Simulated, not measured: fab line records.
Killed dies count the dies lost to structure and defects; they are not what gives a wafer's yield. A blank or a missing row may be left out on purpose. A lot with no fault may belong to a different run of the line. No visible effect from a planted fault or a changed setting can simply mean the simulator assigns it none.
Chamber matching || flow nand_harc || NHARC_A_CHANNEL_HOLE_D2_ETCH_44 on rie_diel-08: 4 sister chambers
The step etches the open film in CF4/O2, target depth 140 nm, overetch 14 nm, time 77 s. 7 wafers are shown with their chamber, then 10 later ones without.

## EACH WAFER AND ITS CHAMBER
{"wafer": "L829.5", "chamber": 0, "drypump_motor_current_A (A)": 5.7, "rf_vpp_V (V)": 199.1}
{"wafer": "L830.3", "chamber": 0, "drypump_motor_current_A (A)": 5.6, "rf_vpp_V (V)": 200.4}
{"wafer": "L830.6", "chamber": 2, "drypump_motor_current_A (A)": 6.0, "rf_vpp_V (V)": 194.4}
{"wafer": "L832.5", "chamber": 3, "drypump_motor_current_A (A)": 6.7, "rf_vpp_V (V)": 196.9}
{"wafer": "L832.6", "chamber": 1, "drypump_motor_current_A (A)": 5.7, "rf_vpp_V (V)": 196.5}
{"wafer": "L835.3", "chamber": 3, "drypump_motor_current_A (A)": 6.7, "rf_vpp_V (V)": 196.0}
{"wafer": "L835.5", "chamber": 2, "drypump_motor_current_A (A)": 6.0, "rf_vpp_V (V)": 194.3}

## WAFERS MISSING THEIR CHAMBER
{"wafer": "L835.6", "drypump_motor_current_A (A)": 6.7, "rf_vpp_V (V)": 196.1}
{"wafer": "L837.3", "drypump_motor_current_A (A)": 5.8, "rf_vpp_V (V)": 196.2}
{"wafer": "L837.4", "drypump_motor_current_A (A)": 5.6, "rf_vpp_V (V)": 200.0}
{"wafer": "L837.6", "drypump_motor_current_A (A)": 6.0, "rf_vpp_V (V)": 195.0}
{"wafer": "L845.1", "drypump_motor_current_A (A)": 5.8, "rf_vpp_V (V)": 195.4}
{"wafer": "L845.2", "drypump_motor_current_A (A)": 6.0, "rf_vpp_V (V)": 195.3}
{"wafer": "L845.3", "drypump_motor_current_A (A)": 6.7, "rf_vpp_V (V)": 196.8}
{"wafer": "L846.1", "drypump_motor_current_A (A)": 6.7, "rf_vpp_V (V)": 196.0}
{"wafer": "L846.5", "drypump_motor_current_A (A)": 5.7, "rf_vpp_V (V)": 198.1}
{"wafer": "L846.6", "drypump_motor_current_A (A)": 6.7, "rf_vpp_V (V)": 197.0}

## THE CHAMBER EACH PASSED THROUGH
{"wafer": "L835.6", "from the rows above": 3, "in truth": 3}
{"wafer": "L837.3", "from the rows above": 1, "in truth": 1}
{"wafer": "L837.4", "from the rows above": 0, "in truth": 0}
{"wafer": "L837.6", "from the rows above": 2, "in truth": 2}
{"wafer": "L845.1", "from the rows above": 1, "in truth": 1}
{"wafer": "L845.2", "from the rows above": 2, "in truth": 2}
{"wafer": "L845.3", "from the rows above": 3, "in truth": 3}
{"wafer": "L846.1", "from the rows above": 3, "in truth": 3}
{"wafer": "L846.5", "from the rows above": "can't be placed: 1 or 0", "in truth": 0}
{"wafer": "L846.6", "from the rows above": 3, "in truth": 3}
Correctly placed: 9 of 10. Cannot be placed on the basis of these rows: 1; the candidates contain the true chamber in 1. Placed wrongly: 0.
How it was worked out, from the rows above alone: a wafer's distance from a chamber is the root of the sum, over the readings, of the square of ((its reading less the chamber's mean) divided by the reading's scatter). If the next closest chamber is less than 2 further off than the closest, the wafer can't be placed; otherwise it belongs to the closest. The mean given for a chamber averages the wafers shown for that chamber. The scatter is the square root of a quotient: the sum, over the shown wafers, of each reading's squared deviation from its chamber's mean, divided by wafers minus chambers.
